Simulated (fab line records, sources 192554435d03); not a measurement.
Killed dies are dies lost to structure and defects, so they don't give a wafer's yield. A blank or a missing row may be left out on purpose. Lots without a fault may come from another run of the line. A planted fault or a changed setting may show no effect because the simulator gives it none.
One fault seen from 3 desks | flow n5_finfet | each desk has only its own numbers; what lay behind them comes last

THE DEFECT DESK
What the inspections along the route counted, lot by lot: means of the sampled wafers that have a number. A lot is out of limits, marked OUT, if its mean lies more than 4 standard deviations from the usual mean; the brackets give that distance.
Columns: A = raw_defect_count at N5_BEOL_M13_INSPECT_30, usual 2.3
lot  | first seen here | A
L249 | day 11 16:31    | 2.0
L250 | day 12 04:15    | 2.7
L252 | day 12 05:26    | 2.0
L251 | day 12 07:36    | 1.7
L255 | day 12 11:49    | 2.3
L258 | day 13 21:35    | 3.7
L259 | day 14 02:01    | 1.7
L263 | day 15 04:35    | 0.3
L267 | day 16 01:41    | 0.0
L269 | day 17 02:04    | 2.0
L271 | day 17 08:59    | 2.3
L270 | day 18 06:59    | 4.5
This desk's finding: nothing out of limits on any of the 12 lots.

THE METROLOGY DESK
What the gauges read, lot by lot, whatever tool the lot ran on: means of the sampled wafers that have a number. A lot is out of limits, marked OUT, if its mean lies more than 4 standard deviations from the usual mean; the brackets give that distance.
Columns: A = cd_nm at N5_BEOL_M13_CD_MEAS_28, usual 209.4 nm; B = M13_OVL at N5_BEOL_M13_OVL_MEAS_29, usual 0 nm
lot  | first seen here | A     | B
L249 | day 11 16:28    | 211.0 | 2
L250 | day 12 04:12    | 210.0 | -2
L252 | day 12 05:23    | 206.9 | -1
L251 | day 12 07:32    | 207.4 | -3
L255 | day 12 11:46    | 210.4 | 0
L258 | day 13 21:32    | 209.4 | 4
L259 | day 14 01:58    | 209.6 | 0
L263 | day 15 04:32    | 210.4 | -2
L267 | day 16 01:38    | 210.6 | -1
L269 | day 17 02:01    | 210.0 | -9
L271 | day 17 08:56    | 208.7 | 1
L270 | day 18 06:56    | 207.8 | 8
This desk's finding: nothing out of limits on any of the 12 lots.

THE TOOL OWNER'S DESK: pvd_sputter-02
The tool's own readings at N5_BEOL_M13_SPUTTER_43 (material TaN, target thk 15 nm, time 24.19 s): means of the sampled wafers that have a number, for each lot that ran on this tool. A lot is out of limits, marked OUT, if its mean lies more than 4 standard deviations from the usual mean; the brackets give that distance.
Columns: A = susceptor_temp_C at N5_BEOL_M13_SPUTTER_43, usual 50.02 C; B = throttle_valve_pct at N5_BEOL_M13_SPUTTER_43, usual 30.0 %
lot  | first seen here | A     | B
L249 | day 11 19:46    | 49.98 | 30.1
L250 | day 12 05:23    | 50.04 | 30.1
L252 | day 12 08:02    | 49.96 | 29.8
L255 | day 12 18:51    | 50.00 | 30.2
L258 | day 13 22:54    | 49.97 | 29.7
L259 | day 14 03:37    | 49.99 | 29.8
L270 | day 18 11:06    | 50.02 | 30.2
This desk's finding: nothing out of limits on any of the 7 lots.

PUT TOGETHER
The defect desk saw nothing out of limits.
The metrology desk saw nothing out of limits.
The tool owner's desk saw nothing out of limits.

WHAT THE SIMULATOR HAD PUT IN
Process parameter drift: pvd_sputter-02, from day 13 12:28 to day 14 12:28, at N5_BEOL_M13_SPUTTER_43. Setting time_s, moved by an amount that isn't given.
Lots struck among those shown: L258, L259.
